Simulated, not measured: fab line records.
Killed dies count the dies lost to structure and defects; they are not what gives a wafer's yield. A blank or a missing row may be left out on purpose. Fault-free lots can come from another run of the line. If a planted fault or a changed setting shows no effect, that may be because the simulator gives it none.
fab line records	flow n5-finfet
[record] lots = 7	wafers = 21
route steps=1938 shown ZERO_LAYER@4 WELL_APT@24 FIN_SAQP@109 DUMMY_GATE@221 SD_EPI_N@278 ILD0@338 SDB@373 DUMMY_REMOVAL@377
start-h: the number of hours between the record's first day and the start of the first shown wafer of the lot	wait-h: time in hours since the lot's previous step	" as in the row above	L1.1+2: a row that stands for several wafers	- value missing, or start not given	* or withheld: withheld	< > ~ a bound
route shown NAME@n: NAME is a module with steps in the file, n the number in the route of the first one	usual: mean/standard deviation of fault-free wafers	same: alike in all rows	chamber/n: place in a boat	sites: each site's reading	_std_site: standard deviation across them	_edge_site: the outer-site mean with the inner-site mean subtracted	radius-mm: for every site, how far away it sits from the centre of the wafer	mask NAME#n: copy n	behind: the last tool/chamber to shape the wafer	hold: the reason the lot was held/the length of the hold in hours/how it ended	device: whichever transistor did not switch (one of n, p or np)	end of line: tests of these same wafers at the route's end	for a step that has no rows: nothing shown but its recipe	killed: at the first sort, the dies lost to defects and structure; wafer yield is something else	map: a wafer's dies, marking killed ones x, the rest . and places with no die _
set.NAME: the setting as run; set.NAME@STEP: as run at that earlier step	model.NAME: the simulator's own value behind a step, which no gauge read
one table per step and one row per wafer, for lots whose settings were changed on purpose
[[steps]]
[step N5_ZERO_LAYER_PECVD_02]
[recipe] material = SiO2	target-thk-a = 100	temp-c = 400	precursor = SiH4/N2O	pressure-torr = 0.75	rf-w = 275	time-s = 6
lot.wafer	tool	chamber	start-h	wait-h	set.time-s	model.SiO2_of_ZERO_LAYER_PECVD_02.thk-nm
L081.1	pecvd-02	0	54.28	0.0	5.273	8.759
L081.3	"	1	"	"	5.273	8.728
L081.6	"	2	"	"	6	10.11
L082.1	pecvd-02	1	60.28	0.0	6	9.876
L082.4	"	1	"	"	6	10.09
L082.5	"	2	"	"	6	10.01
L084.3	pecvd-02	1	72.28	0.0	6	10.02
L084.4	"	0	"	"	6	10.18
L084.6	"	2	"	"	5.468	9.355
L085.1	pecvd-03	0	78.29	0.0	5.26	8.703
L085.3	"	2	"	"	6	9.893
L085.5	"	1	"	"	5.26	8.76
L088.4	pecvd-02	2	96.31	0.1	6	10.16
L088.5	"	0	"	"	6.497	10.84
L088.6	"	1	"	"	6.497	10.86
L096.1	pecvd-04	2	144.28	0.0	6	10.02
L096.2	"	0	"	"	5.25	8.827
L096.4	"	2	"	"	6	10.42
L097.1	pecvd-03	2	150.28	0.0	6	9.912
L097.4	"	2	"	"	6	9.989
L097.5	"	0	"	"	6	9.97
[step N5_ZERO_LAYER_COAT_05]
[recipe] spin-rpm = 1500	resist-thk-nm = 1000
lot.wafer	tool	chamber	start-h	wait-h	set.spin-rpm	model.coat_of_ZERO_LAYER_COAT_05.thk-nm
L081.1	litho-track-01	0	-	-	1500	1006
L081.3	"	0	"	"	1500	1004
L081.6	"	0	"	"	1361	1054
L082.1	litho-track-04	0	-	-	1500	999.3
L082.4	"	0	"	"	1500	997
L082.5	"	0	"	"	1500	995.2
L084.3	litho-track-04	0	-	-	1500	995.6
L084.4	"	0	"	"	1500	993.7
L084.6	"	0	"	"	1500	992.9
L085.1	litho-track-04	0	-	-	1354	1050
L085.3	"	0	"	"	1354	1051
L085.5	"	0	"	"	1354	1053
L088.4+5	litho-track-01	0	-	-	1433	1025
L088.6	"	0	"	"	1500	1002
L096.1	litho-track-01	0	-	-	1500	1003
L096.2	"	0	"	"	1654	954.3
L096.4	"	0	"	"	1654	953.7
L097.1	litho-track-04	0	-	-	1500	1002
L097.4	"	0	"	"	1660	951.9
L097.5	"	0	"	"	1500	999.2
[step N5_ZERO_LAYER_EBR_07]
[recipe] solvent = PGMEA	ebr-width-mm = 1.5
[step N5_ZERO_LAYER_SOFTBAKE_06]
[recipe] temp-c = 100	time-s = 90
[step N5_ZERO_LAYER_DESCUM_16]
[recipe] chemistry = O2	time-s = 7.9	source-power-w = 50	bias-power-w = 20	pressure-mtorr = 20	rf-frequency-hz = 2.712e+07	temp-c = 40	o2-flow-sccm = 225
[step N5_ZERO_LAYER_ETCH_17]
[recipe] chemistry = CF4	target = SiO2	target-depth-a = 120	time-s = 13.3	ion-energy-ev = 350	pressure-mtorr = 40	source-w = 450	bias-w = 215	Ar_flow_sccm = 100	cf4-flow-sccm = 100
lot.wafer	tool	chamber	start-h	wait-h	set.spin-rpm@ZERO_LAYER_COAT_05	model.coat_of_ZERO_LAYER_COAT_05.thk-nm
L081.1	rie-diel-02	2	54.84	0.0	1500	976.2
L081.3	"	1	"	"	1500	974.3
L081.6	"	0	"	"	1361	1024
L082.1	rie-diel-04	2	60.71	0.0	1500	969.5
L082.4	"	1	"	"	1500	967.1
L082.5	"	3	"	"	1500	965.2
L084.3	rie-diel-04	0	72.74	0.0	1500	966.1
L084.4	"	3	"	"	1500	964.1
L084.6	"	2	"	"	1500	963.2
L085.1	rie-diel-02	1	78.72	0.0	1354	1020
L085.3	"	3	"	"	1354	1022
L085.5	"	1	"	"	1354	1023
L088.4	rie-diel-05	0	96.84	0.0	1433	995.5
L088.5	"	0	"	"	1433	995.7
L088.6	"	3	"	"	1500	973.1
L096.1	rie-diel-04	0	144.88	0.0	1500	973.1
L096.2	"	1	"	"	1654	924.3
L096.4	"	3	"	"	1654	923.9
L097.1	rie-diel-05	3	151.25	0.0	1500	972.6
L097.4	"	0	"	"	1660	922.3
L097.5	"	3	"	"	1500	970
[step N5_ZERO_LAYER_ETCH_18]
[recipe] chemistry = HBr/Cl2	target = Si	target-depth-a = 1200	time-s = 40	pressure-mtorr = 10	icp-w = 800	bias-w = 75	HBr_flow_sccm = 150	Cl2_flow_sccm = 80
[step N5_ZERO_LAYER_STRIP_24]
[recipe] chemistry = O2	power-w = 1000	temp-c = 250	overash-fraction = 0.3	pressure-mtorr = 1000	o2-flow-sccm = 6750
[usual] strip-time-to-endpoint-s = 43.85/0.09
lot.wafer	tool	chamber	start-h	wait-h	set.spin-rpm@ZERO_LAYER_COAT_05	strip-time-to-endpoint-s
L081.1	plasma-asher-02	0	55.02	0.1	1500	44.01
L081.3	"	0	"	"	1500	43.97
L081.6	"	1	"	"	1361	45.43
L082.1	plasma-asher-02	0	60.89	0.1	1500	43.83
L082.4	"	1	"	"	1500	43.78
L082.5	"	1	"	"	1500	43.70
L084.3	plasma-asher-02	1	73.05	0.2	1500	43.72
L084.4	"	0	"	"	1500	43.64
L084.6	"	0	"	"	1500	43.64
L085.1	plasma-asher-02	0	78.90	0.1	1354	45.33
L085.3	"	0	"	"	1354	45.39
L085.5	"	0	"	"	1354	45.41
L088.4	plasma-asher-02	0	97.04	0.1	1433	44.62
L088.5	"	1	"	"	1433	44.60
L088.6	"	0	"	"	1500	43.94
L096.1	plasma-asher-01	1	145.12	0.1	1500	43.94
L096.2	"	0	"	"	1654	42.47
L096.4	"	1	"	"	1654	42.46
L097.1	plasma-asher-01	0	151.42	0.1	1500	43.92
L097.4	"	0	"	"	1660	42.41
L097.5	"	1	"	"	1500	43.85
[step N5_WELL_APT_EXPOSE_05]
[recipe] mask-id = NWELL	na = 0.8	source-shape = conventional	sigma-outer = 0.8	polarization = unpolarized	defocus-nm = 0	target-cd-nm = 200	dose-mj = 20.3
lot.wafer	tool	chamber	start-h	wait-h	mask	set.dose-mj
L081.1	krf-scanner-02	0	55.64	-	NWELL#0	20.3
L081.3+6	"	0	"	"	NWELL#0	19.29
L082.1+4+5	krf-scanner-02	0	61.39	-	NWELL#0	20.3
L084.3+4+6	krf-scanner-01	0	73.66	-	NWELL#0	20.3
L085.1	krf-scanner-01	0	79.39	-	NWELL#0	20.3
L085.3+5	"	0	"	"	NWELL#0	19.35
L088.4	krf-scanner-01	0	97.53	-	NWELL#0	20.3
L088.5+6	"	0	"	"	NWELL#0	19.27
L096.1+2	krf-scanner-02	0	145.61	-	NWELL#0	19.8
L096.4	"	0	"	"	NWELL#0	20.3
L097.1+4+5	krf-scanner-01	0	152.04	-	NWELL#0	19.01
[step N5_WELL_APT_PEB_06]
[recipe] peb-temp-c = 130	peb-time-s = 90
lot.wafer	tool	chamber	start-h	wait-h	set.peb-time-s
L081.1+3+6	litho-track-05	0	55.69	0.1	90
L082.1+4+5	litho-track-02	0	61.44	0.1	90
L084.3+6	litho-track-03	0	73.71	0.0	109.9
L084.4	"	0	"	"	90
L085.1	litho-track-03	0	79.45	0.1	90
L085.3+5	"	0	"	"	84.56
L088.4+5	litho-track-02	0	97.57	0.0	78.99
L088.6	"	0	"	"	90
L096.1	litho-track-05	0	145.67	0.1	90
L096.2+4	"	0	"	"	84.37
L097.1+4+5	litho-track-02	0	152.10	0.1	90
[step N5_WELL_APT_DEVELOP_07]
[recipe] develop-time-s = 45	rinse-liquid = surfactant-rinse	dry = air-spin	dev-temp-c = 21
[step N5_WELL_APT_HARDBAKE_12]
[recipe] temp-c = 130	time-s = 120
[step N5_WELL_APT_CD_MEAS_08]
[recipe] target-cd-nm = 200	landing-energy-ev = 500	detector = se-inlens
[usual] cd-nm = 200.8/1.4
lot.wafer	tool	chamber	start-h	wait-h	set.dose-mj@WELL_APT_EXPOSE_05	cd-nm
L081.1	cd-sem-01	0	55.81	-	20.3	203.1
L081.3	"	0	"	"	19.29	195.2
L081.6	"	0	"	"	19.29	195.3
L082.1	cd-sem-02	0	61.56	-	20.3	202.5
L082.4	"	0	"	"	20.3	200.2
L082.5	"	0	"	"	20.3	200.7
L084.3	cd-sem-02	0	73.83	-	20.3	207.5
L084.4	"	0	"	"	20.3	202.5
L084.6	"	0	"	"	20.3	207.0
L085.1	cd-sem-01	0	79.57	-	20.3	201.0
L085.3	"	0	"	"	19.35	191.3
L085.5	"	0	"	"	19.35	190.7
L088.4	cd-sem-01	0	97.69	-	20.3	194.4
L088.5	"	0	"	"	19.27	186.4
L088.6	"	0	"	"	19.27	191.2
L096.1	cd-sem-01	0	145.78	-	19.8	195.6
L096.2	"	0	"	"	19.8	194.5
L096.4	"	0	"	"	20.3	196.9
L097.1	cd-sem-02	0	152.21	-	19.01	189.3
L097.4	"	0	"	"	19.01	190.5
L097.5	"	0	"	"	19.01	189.3
[step N5_WELL_APT_DESCUM_13]
[recipe] chemistry = O2	time-s = 7.9	source-power-w = 50	bias-power-w = 20	pressure-mtorr = 20	rf-frequency-hz = 2.712e+07	temp-c = 40	o2-flow-sccm = 225
lot.wafer	tool	chamber	start-h	wait-h	set.dose-mj@WELL_APT_EXPOSE_05	set.peb-time-s@WELL_APT_PEB_06	model.WELL_APT.cd-nm
L081.1	rie-diel-03	0	56.57	0.7	20.3	90	202.7
L081.3	"	1	"	"	19.29	90	195.3
L081.6	"	1	"	"	19.29	90	194.9
L082.1	rie-diel-03	1	61.81	0.2	20.3	90	202.7
L082.4	"	2	"	"	20.3	90	200.2
L082.5	"	1	"	"	20.3	90	201.4
L084.3	rie-diel-03	2	73.91	0.0	20.3	109.9	207.8
L084.4	"	3	"	"	20.3	90	202.4
L084.6	"	0	"	"	20.3	109.9	207
L085.1	rie-diel-01	3	79.72	0.1	20.3	90	200.8
L085.3	"	1	"	"	19.35	84.56	191.7
L085.5	"	2	"	"	19.35	84.56	190.7
L088.4	rie-diel-03	2	98.12	0.4	20.3	78.99	194.3
L088.5	"	3	"	"	19.27	78.99	186.3
L088.6	"	0	"	"	19.27	90	191.2
L096.1	rie-diel-03	1	146.52	0.7	19.8	90	195.6
L096.2	"	3	"	"	19.8	84.37	194.5
L096.4	"	2	"	"	20.3	84.37	196.8
L097.1	rie-diel-01	2	152.30	0.0	19.01	90	189.3
L097.4	"	2	"	"	19.01	90	190.2
L097.5	"	1	"	"	19.01	90	189.4
[step N5_FIN_SAQP_PEB_14]
[recipe] peb-temp-c = withheld	peb-time-s = 60	resist = CAR-ArF
lot.wafer	tool	chamber	start-h	wait-h	set.peb-time-s
L081.1+3	litho-track-03	0	64.56	0.1	71.83
L081.6	"	0	"	"	60
L082.1+4+5	litho-track-01	0	70.66	0.1	60
L084.3	litho-track-01	0	84.22	0.0	67.55
L084.4+6	"	0	"	"	60
L085.1+3+5	litho-track-02	0	86.98	0.1	60
L088.4+5	litho-track-01	0	105.54	0.0	53.04
L088.6	"	0	"	"	60
L096.1+2+4	litho-track-01	0	155.00	0.1	60
L097.1+4+5	litho-track-01	0	159.70	0.1	60
[step N5_FIN_SAQP_DEVELOP_15]
[recipe] develop-time-s = 30	developer = TMAH	resist = CAR-ArF	dev-temp-c = 23	rinse-liquid = diw	dry = air-spin
[step N5_FIN_SAQP_CD_MEAS_16]
[recipe] target-cd-nm = 35.6	landing-energy-ev = 500	detector = se-inlens
[usual] cd-nm = 35.66/0.27
lot.wafer	tool	chamber	start-h	wait-h	set.peb-time-s@FIN_SAQP_PEB_14	cd-nm
L081.1	cd-sem-02	0	64.62	-	71.83	33.29
L081.3	"	0	"	"	71.83	33.36
L081.6	"	0	"	"	60	35.79
L082.1	cd-sem-02	0	70.73	-	60	35.84
L082.4	"	0	"	"	60	35.86
L082.5	"	0	"	"	60	36.02
L084.3	cd-sem-02	0	84.29	-	67.55	33.98
L084.4	"	0	"	"	60	35.35
L084.6	"	0	"	"	60	35.56
L085.1	cd-sem-02	0	87.05	-	60	35.67
L085.3	"	0	"	"	60	35.77
L085.5	"	0	"	"	60	35.65
L088.4	cd-sem-02	0	105.61	-	53.04	37.35
L088.5	"	0	"	"	53.04	37.89
L088.6	"	0	"	"	60	35.34
L096.1	cd-sem-02	0	155.07	-	60	35.19
L096.2	"	0	"	"	60	35.67
L096.4	"	0	"	"	60	35.31
L097.1	cd-sem-01	0	159.77	-	60	35.40
L097.4	"	0	"	"	60	35.53
L097.5	"	0	"	"	60	35.62
[step N5_DUMMY_GATE_PECVD_30]
[recipe] material = SiO2	target-thk-a = 550	temp-c = 400	precursor = TEOS/O2	pressure-torr = 6.5	rf-w = withheld	teos-flow-sccm = withheld	gas = O2	flow-sccm = 2650	time-s = 10.8
lot.wafer	tool	chamber	start-h	wait-h	set.time-s	model.SiO2_of_DUMMY_GATE_PECVD_30.thk-nm
L081.1	pecvd-01	2	89.46	0.0	12.22	61.4
L081.3	"	2	"	"	10.8	55.4
L081.6	"	2	"	"	12.22	61.8
L082.1	pecvd-01	0	93.58	0.0	10.8	53.4
L082.4+5	"	0,2	"	"	10.8	55.6
L084.3	pecvd-01	0	109.83	0.0	11.44	57.4
L084.4	"	1	"	"	11.44	58.6
L084.6	"	2	"	"	10.8	55.2
L085.1	pecvd-04	0	111.58	0.0	10.8	54.4
L085.3	"	2	"	"	10.01	50.4
L085.5	"	1	"	"	10.8	55
L088.4	pecvd-02	0	129.41	0.1	12.07	62.2
L088.5	"	1	"	"	10.8	55.2
L088.6	"	2	"	"	12.07	61.8
L096.1	pecvd-02	0	178.98	0.0	11.21	55.6
L096.2	"	1	"	"	11.21	55.4
L096.4	"	1	"	"	11.21	57.4
L097.1	pecvd-04	2	184.47	0.0	11.22	56.4
L097.4	"	0	"	"	11.22	57.4
L097.5	"	1	"	"	10.8	55.6
[step N5_DUMMY_GATE_COAT_34]
[recipe] resist = SOC	temp-c = 250	time-s = 60	spin-rpm = 1500	resist-thk-nm = 60
[step N5_DUMMY_GATE_COAT_35]
[recipe] resist = SiARC	temp-c = 220	time-s = 60	spin-rpm = 1500	resist-thk-nm = 10
[step N5_DUMMY_GATE_ETCH_31]
[recipe] chemistry = C4F6/O2	target = SiO2	mask-material = SOC	target-depth-a = 825	time-s = 27.5	ion-energy-ev = 250	pressure-mtorr = 30	source-w = 345	bias-w = 185	Ar_flow_sccm = 300	C4F6_flow_sccm = 10	O2_flow_sccm = 10
[step N5_DUMMY_GATE_STRIP_41]
[recipe] chemistry = O2	power-w = 400	temp-c = 40	pressure-mtorr = 30	rf-frequency-hz = 6e+07	bias-power-w = 0	overash-fraction = 0.3	o2-flow-sccm = 225
[step N5_DUMMY_GATE_HM_OPEN_21]
[recipe] chemistry = CH3F/O2	target = SiNx	target-depth-a = 1200	Ar_flow_sccm = 150	CH3F_flow_sccm = 30	O2_flow_sccm = 23	time-s = 171.4	pressure-mtorr = 30	source-w = 395	bias-w = 73	ion-energy-ev = 120.7
lot.wafer	tool	chamber	start-h	wait-h	set.time-s@DUMMY_GATE_PECVD_30	model.SiO2_of_DUMMY_GATE_PECVD_30.thk-nm
L081.1+6	rie-diel-05	2,0	90.54	0.0	12.22	51.8
L081.3	"	0	"	"	10.8	45.4
L082.1	rie-diel-04	2	94.75	0.0	10.8	43.4
L082.4+5	"	0,1	"	"	10.8	45.6
L084.3	rie-diel-05	0	110.79	0.0	11.44	47.4
L084.4	"	2	"	"	11.44	48.8
L084.6	"	1	"	"	10.8	45.2
L085.1	rie-diel-04	1	112.84	0.0	10.8	44.4
L085.3	"	3	"	"	10.01	40.4
L085.5	"	3	"	"	10.8	45
L088.4	rie-diel-04	1	130.73	0.0	12.07	52.2
L088.5	"	0	"	"	10.8	45
L088.6	"	1	"	"	12.07	51.8
L096.1	rie-diel-05	0	180.27	0.0	11.21	45.6
L096.2	"	1	"	"	11.21	45.2
L096.4	"	3	"	"	11.21	47.8
L097.1	rie-diel-02	1	185.43	0.0	11.22	46.2
L097.4	"	2	"	"	11.22	47.4
L097.5	"	0	"	"	10.8	45.8
[step N5_SD_EPI_N_ETCH_45]
[recipe] chemistry = CH3F/O2	target = SiOCN	target-depth-a = 60	mask-material = SOC	ion-energy-ev = 60	bias-w = 29	pressure-mtorr = 15	source-w = 410	Ar_flow_sccm = 150	CH3F_flow_sccm = 30	O2_flow_sccm = 20
lot.wafer	tool	chamber	start-h	wait-h	set.target-depth-a	model.etch.depth-nm
L081.1	rie-diel-06	1	94.49	0.1	54.25	5.444
L081.3	"	2	"	"	60	5.988
L081.6	"	2	"	"	60	5.977
L082.1	rie-diel-01	1	98.21	0.1	60	6.096
L082.4	"	3	"	"	60	5.839
L082.5	"	2	"	"	60	5.98
L084.3	rie-diel-06	2	113.14	0.1	56.82	5.62
L084.4	"	3	"	"	60	6.021
L084.6	"	2	"	"	60	5.93
L085.1	rie-diel-01	1	115.88	0.1	60	6.146
L085.3	"	2	"	"	60	6.027
L085.5	"	3	"	"	60	5.935
L088.4	rie-diel-03	3	133.78	0.1	60	5.73
L088.5	"	0	"	"	60	5.89
L088.6	"	3	"	"	60	5.819
L096.1	rie-diel-01	0	182.60	0.1	60	6.034
L096.2	"	1	"	"	60	6.03
L096.4	"	3	"	"	60	5.986
L097.1	rie-diel-03	2	189.05	0.1	62.58	6.208
L097.4	"	0	"	"	60	5.928
L097.5	"	0	"	"	60	6
[step N5_ILD0_CMP_03]
[recipe] stop-on = SiNx	t-overpolish-s = 1.9	post-cmp-clean = alkaline-brush	down-force-psi = 4.1491	platen-rpm = 51.796	pad-velocity-m-s = 1.0306	target-thk-nm = 197.38
[usual] time-to-endpoint-s = 71/3.4
lot.wafer	tool	chamber	start-h	wait-h	set.down-force-psi	time-to-endpoint-s
L081.1	cmp-03	2	106.00	0.1	4.1491	72
L081.3	"	0	"	"	4.1491	69
L081.6	"	2	"	"	4.1491	74
L082.4	cmp-03	2	111.29	0.1	4.1491	72
L082.1	"	0	"	"	4.1491	71
L082.5	"	2	"	"	4.1491	74
L084.4	cmp-03	0	124.18	0.2	4.1491	75
L084.3	"	1	"	"	4.1491	71
L084.6	"	1	"	"	4.1491	71
L085.1	cmp-04	1	130.84	0.0	4.1491	69
L085.3	"	2	"	"	4.1491	65
L085.5	"	1	"	"	4.1491	68
L088.4	cmp-03	3	145.98	0.1	4.1491	67
L088.6	"	2	"	"	4.1491	73
L088.5	"	3	"	"	3.601	77
L096.4	cmp-02	2	195.81	0.0	3.292	93
L096.2	"	3	"	"	3.292	92
L096.1	"	0	"	"	4.1491	68
L097.4	cmp-04	2	201.68	0.1	4.1491	66
L097.1	"	3	"	"	4.1491	65
L097.5	"	2	"	"	4.1491	64
[step N5_SDB_ALD_29]
[recipe] material = SiNx	target-thk-a = 300	temp-c = 400	ald-precursor-family = SiH2I2	ald-co-reactant = N2/H2-plasma	pulse-time-s = 1	ald-cycles = 600	purge-time-s = 2	co-reactant-purge-time-s = 2	pressure-torr = 2
lot.wafer	tool	chamber	start-h	wait-h	set.ald-cycles	model.SiNx_of_SDB_ALD_29.thk-nm
L081.1+6	ald-sin-04	2,3	111.36	0.3	668	33.4
L081.3	"	3	"	"	600	29.8
L082.1+5	ald-sin-04	2	116.57	0.0	600	30
L082.4	"	1	"	"	600	30.2
L084.3+4	ald-sin-04	3,1	130.29	0.0	537	26.8
L084.6	"	0	131.64	1.4	600	30
L085.1+5	ald-sin-03	1,3	136.64	0.0	600	30
L085.3	"	0	"	"	600	29.8
L088.4+5+6	ald-sin-02	3,3,0	151.66	0.0	549	27.4
L096.1	ald-sin-02	1	201.74	0.0	600	30.2
L096.2	"	2	"	"	508	25.4
L096.4	"	0	"	"	600	30
L097.1	ald-sin-03	3	207.19	0.0	600	29.8
L097.4+5	"	0,2	"	"	542	27.2
[step N5_SDB_CMP_30]
[recipe] stop-on = poly-Si	t-overpolish-s = 1.54	post-cmp-clean = alkaline-brush	down-force-psi = 4.1491	platen-rpm = 51.796	pad-velocity-m-s = 1.0306	target-thk-nm = 30
lot.wafer	tool	chamber	start-h	wait-h	set.ald-cycles@SDB_ALD_29	model.SiNx_of_SDB_ALD_29.thk-nm
L081.3	cmp-01	2	114.17	1.5	600	29.8
L081.1	"	3	"	"	668	29.6
L081.6	"	1	"	"	668	29.2
L082.4	cmp-02	0	119.30	1.4	600	30.2
L082.1+5	"	2,1	"	"	600	30
L084.3+4	cmp-04	2,0	133.02	1.4	537	26.8
L084.6	"	2	"	"	600	30
L085.3	cmp-01	3	139.38	1.4	600	29.8
L085.1+5	"	1,3	"	"	600	30
L088.4+6+5	cmp-01	3,3,0	154.39	1.4	549	27.4
L096.1	cmp-01	0	204.47	1.4	600	30.2
L096.2	"	1	"	"	508	25.4
L096.4	"	2	"	"	600	30
L097.1	cmp-02	1	209.92	1.4	600	29.8
L097.4+5	"	0,2	"	"	542	27.2
[step N5_DUMMY_REMOVAL_HM_STRIP_01]
[recipe] chemistry = CH3F/O2	material = SiNx	target-depth-a = 40	stop-on = poly-Si	time-s = 6.8	over-etch-frac = 0.3	ion-energy-ev = 60	power-w = 410	bias-w = 29	Ar_flow_sccm = 150	CH3F_flow_sccm = 30	O2_flow_sccm = 20
[step N5_DUMMY_REMOVAL_STRIP_10]
[recipe] chemistry = N2/H2	time-s = 40	power-w = 100	temp-c = 40	pressure-mtorr = 100	rf-frequency-hz = 6e+07	bias-power-w = 3	n2-flow-sccm = 300	h2-flow-sccm = 300
[step N5_DUMMY_REMOVAL_PRECLEAN_07]
[recipe] chemistry = dHF	time-s = 30	temp-c = 25	dilution = withheld
lot.wafer	tool	chamber	start-h	wait-h	set.ald-cycles@SDB_ALD_29	model.SiNx_of_SDB_ALD_29.thk-nm
L081.1	wet-bench-04	6	114.89	0.1	668	28.8
L081.3	"	7	"	"	600	29
L081.6	"	5	"	"	668	28.6
L082.1+5	wet-bench-02	6,0	119.79	0.1	600	29.2
L082.4	"	7	"	"	600	29.4
L084.3+4	wet-bench-02	0,6	133.51	0.1	537	26.2
L084.6	"	7	"	"	600	29.2
L085.1+5	wet-bench-04	2,6	139.99	0.1	600	29.2
L085.3	"	5	"	"	600	29
L088.4+5+6	wet-bench-04	1,6,5	154.87	0.1	549	26.6
L096.1	wet-bench-05	0	204.96	0.1	600	29.4
L096.2	"	7	"	"	508	24.8
L096.4	"	6	"	"	600	29.2
L097.1	wet-bench-02	5	210.41	0.1	600	29.2
L097.4	"	2	"	"	542	26.6
L097.5	"	0	"	"	542	26.4
[[key]]
[split] step = N5_ZERO_LAYER_PECVD_02	setting = time-s	stated = 6	by = wafer
[response] step = N5_ZERO_LAYER_PECVD_02	reading = model.SiO2_of_ZERO_LAYER_PECVD_02.thk-nm	change = +0.101	per = 1%	r = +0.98
[split] step = N5_ZERO_LAYER_COAT_05	setting = spin-rpm	stated = 1500	by = wafer
[response] step = N5_ZERO_LAYER_COAT_05	reading = model.coat_of_ZERO_LAYER_COAT_05.thk-nm	change = -4.84	per = 1%	r = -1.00
[response] step = N5_ZERO_LAYER_ETCH_17	reading = model.coat_of_ZERO_LAYER_COAT_05.thk-nm	change = -4.86	per = 1%	r = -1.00
[response] step = N5_ZERO_LAYER_STRIP_24	reading = strip-time-to-endpoint-s	change = *	per = 1%	r = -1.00
[split] step = N5_WELL_APT_EXPOSE_05	setting = dose-mj	stated = 20.3	by = wafer
[response] step = N5_WELL_APT_CD_MEAS_08	reading = cd-nm	change = +1.51	per = 1%	r = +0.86
[response] step = N5_WELL_APT_DESCUM_13	reading = model.WELL_APT.cd-nm	change = +1.47	per = 1%	r = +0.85
[split] step = N5_WELL_APT_PEB_06	setting = peb-time-s	stated = 90	by = wafer
[response] step = N5_WELL_APT_DESCUM_13	reading = model.WELL_APT.cd-nm	slope = +0.271	per = 1%	together-with = dose-mj@WELL_APT_EXPOSE_05	explained = 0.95
[split] step = N5_FIN_SAQP_PEB_14	setting = peb-time-s	stated = 60	by = wafer
[response] step = N5_FIN_SAQP_CD_MEAS_16	reading = cd-nm	change = -0.137	per = 1%	r = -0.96
[split] step = N5_DUMMY_GATE_PECVD_30	setting = time-s	stated = 10.8	by = wafer
[response] step = N5_DUMMY_GATE_PECVD_30	reading = model.SiO2_of_DUMMY_GATE_PECVD_30.thk-nm	change = +0.517	per = 1%	r = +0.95
[response] step = N5_DUMMY_GATE_HM_OPEN_21	reading = model.SiO2_of_DUMMY_GATE_PECVD_30.thk-nm	change = +0.528	per = 1%	r = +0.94
[split] step = N5_SD_EPI_N_ETCH_45	setting = target-depth-a	stated = 60	by = wafer
[response] step = N5_SD_EPI_N_ETCH_45	reading = model.etch.depth-nm	change = +0.0585	per = 1%	r = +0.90
[split] step = N5_ILD0_CMP_03	setting = down-force-psi	stated = 4.1491	by = wafer
[response] step = N5_ILD0_CMP_03	reading = time-to-endpoint-s	change = *	per = 1%	r = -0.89
[split] step = N5_SDB_ALD_29	setting = ald-cycles	stated = 600	by = wafer
[response] step = N5_SDB_ALD_29	reading = model.SiNx_of_SDB_ALD_29.thk-nm	change = +0.303	per = 1%	r = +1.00
[response] step = N5_SDB_CMP_30	reading = model.SiNx_of_SDB_ALD_29.thk-nm	shape = bent	at-lowest = 25.4	at-stated = 29.98	at-highest = 29.4
[response] step = N5_DUMMY_REMOVAL_PRECLEAN_07	reading = model.SiNx_of_SDB_ALD_29.thk-nm	change = +0.217	per = 1%	r = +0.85
